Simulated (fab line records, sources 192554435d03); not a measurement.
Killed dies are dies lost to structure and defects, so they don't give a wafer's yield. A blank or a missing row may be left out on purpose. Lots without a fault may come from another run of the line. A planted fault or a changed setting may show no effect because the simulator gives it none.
Chamber matching | flow n5_finfet | N5_BEOL_M4_PECVD_72 on pecvd-03: 3 sister chambers
The step deposits SiO2 from TEOS/O2, target thk 16 nm, time 18 s. 3 wafers are shown with their chamber, then 9 later ones without.

WAFERS WITH THEIR CHAMBER
wafer  | chamber | throttle_valve_pct (%)
L079.5 | 2       | 21.2
L088.4 | 0       | 24.3
L088.5 | 1       | 23.3

WAFERS WITHOUT THEIR CHAMBER
wafer  | throttle_valve_pct (%)
L090.3 | 23.2
L090.4 | 21.6
L090.5 | 23.2
L089.1 | 21.5
L089.2 | 24.1
L089.6 | 21.4
L095.1 | 24.0
L095.3 | 23.3
L095.6 | 23.3

WHICH CHAMBER EACH WENT THROUGH
wafer  | from the rows above     | in truth
L090.3 | 1                       | 1
L090.4 | 2                       | 2
L090.5 | 1                       | 1
L089.1 | 2                       | 2
L089.2 | 0                       | 0
L089.6 | 2                       | 2
L095.1 | can't be placed: 0 or 1 | 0
L095.3 | 1                       | 1
L095.6 | 1                       | 1
Placed correctly: 8 of 9. Can't be placed from these rows: 1 (the true chamber is among the candidates in 1). Placed wrongly: 0.
How it was worked out, from the rows above alone: a wafer's distance from a chamber is the root of the sum, over the readings, of the square of ((its reading less the chamber's mean) divided by the reading's scatter). The wafer belongs to the nearest chamber; if the next one is less than 2 further off, it can't be placed. A chamber's mean is the mean of its shown wafers. The scatter: with one shown wafer a chamber, the root of the mean of the squares of how far each hidden wafer lies from its nearest shown one.
